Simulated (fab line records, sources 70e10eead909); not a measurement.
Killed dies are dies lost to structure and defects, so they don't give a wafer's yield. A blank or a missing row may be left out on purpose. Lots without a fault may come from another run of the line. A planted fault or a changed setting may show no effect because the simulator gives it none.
Chamber matching | flow nand_harc | NHARC_A_SGD_CUT_CMP_21 on cmp-01: 4 sister chambers
The step polishes, target thk 148.19 nm. 8 wafers are shown with their chamber, then 10 later ones without.

WAFERS WITH THEIR CHAMBER
wafer  | chamber | motor_current_A (A) | time_to_endpoint_s (s)
L078.4 | 3       | 12.5                | 47.9
L081.5 | 3       | 13.1                | 48.4
L081.6 | 2       | 10.6                | 49.8
L084.1 | 1       | 12.3                | 55.1
L084.3 | 0       | 12.9                | 54.6
L084.6 | 1       | 12.6                | 53.3
L085.1 | 2       | 10.8                | 44.2
L085.2 | 0       | 12.8                | 46.8

WAFERS WITHOUT THEIR CHAMBER
wafer  | motor_current_A (A) | time_to_endpoint_s (s)
L085.5 | 10.6                | 44.8
L089.2 | 12.9                | 52.9
L089.3 | 12.2                | 48.6
L089.4 | 12.1                | 49.0
L093.1 | 10.2                | 52.4
L093.4 | 12.3                | 51.7
L093.6 | 11.0                | 49.1
L097.1 | 12.3                | 52.8
L097.4 | 10.2                | 51.1
L097.5 | 12.6                | 50.3

WHICH CHAMBER EACH WENT THROUGH
wafer  | from the rows above          | in truth
L085.5 | 2                            | 2
L089.2 | can't be placed: 0 or 3 or 1 | 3
L089.3 | can't be placed: 1 or 3 or 0 | 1
L089.4 | can't be placed: 1 or 3 or 0 | 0
L093.1 | 2                            | 2
L093.4 | can't be placed: 1 or 0 or 3 | 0
L093.6 | 2                            | 2
L097.1 | can't be placed: 1 or 0 or 3 | 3
L097.4 | 2                            | 2
L097.5 | can't be placed: 0 or 3 or 1 | 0
Placed correctly: 4 of 10. Can't be placed from these rows: 6 (the true chamber is among the candidates in 6). Placed wrongly: 0.
How it was worked out, from the rows above alone: a wafer's distance from a chamber is the root of the sum, over the readings, of the square of ((its reading less the chamber's mean) divided by the reading's scatter). The wafer belongs to the nearest chamber; if the next one is less than 2 further off, it can't be placed. A chamber's mean is the mean of its shown wafers. The scatter: the root of (the sum of the squares of (reading less its chamber's mean) over the shown wafers, divided by (wafers less chambers)).
